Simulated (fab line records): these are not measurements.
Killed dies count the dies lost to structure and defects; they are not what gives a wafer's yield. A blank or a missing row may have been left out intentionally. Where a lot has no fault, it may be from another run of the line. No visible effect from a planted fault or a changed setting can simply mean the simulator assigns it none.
A struck lot beside a sound one || flow n5 finfet || 14 out of 1938 route steps
Sound: wafers L586.3, L586.4, L586.6. Struck: wafers L577.2, L577.4, L577.6. The cause comes at the end.
Per side, at each step with rows, come the tool, then ch with its chambers, and then its first start. Under that, the readings that differ: sound wafers || struck wafers || difference of the means || sigmas: that difference in standard deviations of wafers without a fault.
alike: same words and numbers on both sides, and readings whose means sit less than 2 such deviations apart. not compared: any withheld reading, any reading some wafer has no value for, any bound like >300 that may hide the same value, and any number with overlapping values for which the record gives no deviation.
A row with sigmas, a row that says differs or no value, or rows on one side alone: a step with any of these is where the two part. When numbers do not overlap yet have no deviation, they are printed without sigmas and do not part them. A reading that every wafer of one side lacks parts them only if that side has two wafers or more.

first, 1 step without rows for these wafers: N5_ZERO_LAYER_HARDBAKE_23 (time 120 s).
N5_ZERO_LAYER_CD_MEAS_11 targets a cd of 2000 nm.
  sound on cd sem-03 ch 0, day 6 06:39; struck on cd sem-02 ch 0, day 4 00:39
  alike: cd nm
N5_ZERO_LAYER_DESCUM_16: chemistry O2, time 7.9 s.
  sound on rie diel-05 ch 0,1,2, day 6 06:41; struck on rie diel-06 ch 1,2, day 4 01:02
  alike: drypump motor current A, oes product au, rf vpp V, showerhead plenum p Torr, throttle valve pct
  not compared: rf hours counter h
N5_ZERO_LAYER_ETCH_17: etches SiO2 in CF4, target depth 12 nm, time 13.3 s.
  sound on rie diel-05 ch 0,1,2, day 6 06:43; struck on rie diel-06 ch 1,2, day 4 01:05
  alike: drypump motor current A, oes product au, rf vpp V, showerhead plenum p Torr, throttle valve pct
  not compared: rf hours counter h
N5_ZERO_LAYER_ETCH_18: etches Si in HBr/Cl2, target depth 120 nm, time 40 s.
  sound on rie si-03 ch 0,1,3, day 6 06:48; struck on rie si-03 ch 0,1,2, day 4 01:09
  alike: drypump motor current A, mfc cl2 sccm, oes product au, throttle valve pct
  not compared: rf hours counter h
N5_ZERO_LAYER_STRIP_24: strips in O2.
  sound on plasma asher-02 ch 0,1, day 6 06:55; struck on plasma asher-02 ch 0,1, day 4 01:16
  alike: drypump motor current A, heater power w, oes product au, strip time to endpoint s
  not compared: rf hours counter h
then, 1 step without rows for these wafers: N5_ZERO_LAYER_STRIP_19 (strips in SPM, time 900 s).
N5_ZERO_LAYER_INSPECT_20: inspects for defects (darkfield).
  sound on defect inspect-02 at day 6 07:31; struck on defect inspect-01 at day 4 01:37
  alike: raw defect count
then, 4 steps without rows for these wafers: N5_WELL_APT_HMDS_01 (time 60 s); N5_WELL_APT_COAT_02 (resist thk 950 nm); N5_WELL_APT_EBR_04; N5_WELL_APT_SOFTBAKE_03 (time 60 s).
N5_WELL_APT_EXPOSE_05: exposes mask NWELL, defocus 0 nm, target cd 200 nm.
  struck on krf scanner-02, day 4 01:46; sound on krf scanner-01 ch 0, day 6 07:40
  no value came back on the struck wafers for exposure dose mJ cm2, focus offset nm (nm); on the sound wafers exposure dose mJ cm2 reads 20.247 20.260 20.240
  alike: mask
then, 1 step without rows for these wafers: N5_WELL_APT_PEB_06 (peb time 90 s).

WHERE THEY PART
Only at N5_WELL_APT_EXPOSE_05, within this record.

WHY: whatever the simulator had introduced
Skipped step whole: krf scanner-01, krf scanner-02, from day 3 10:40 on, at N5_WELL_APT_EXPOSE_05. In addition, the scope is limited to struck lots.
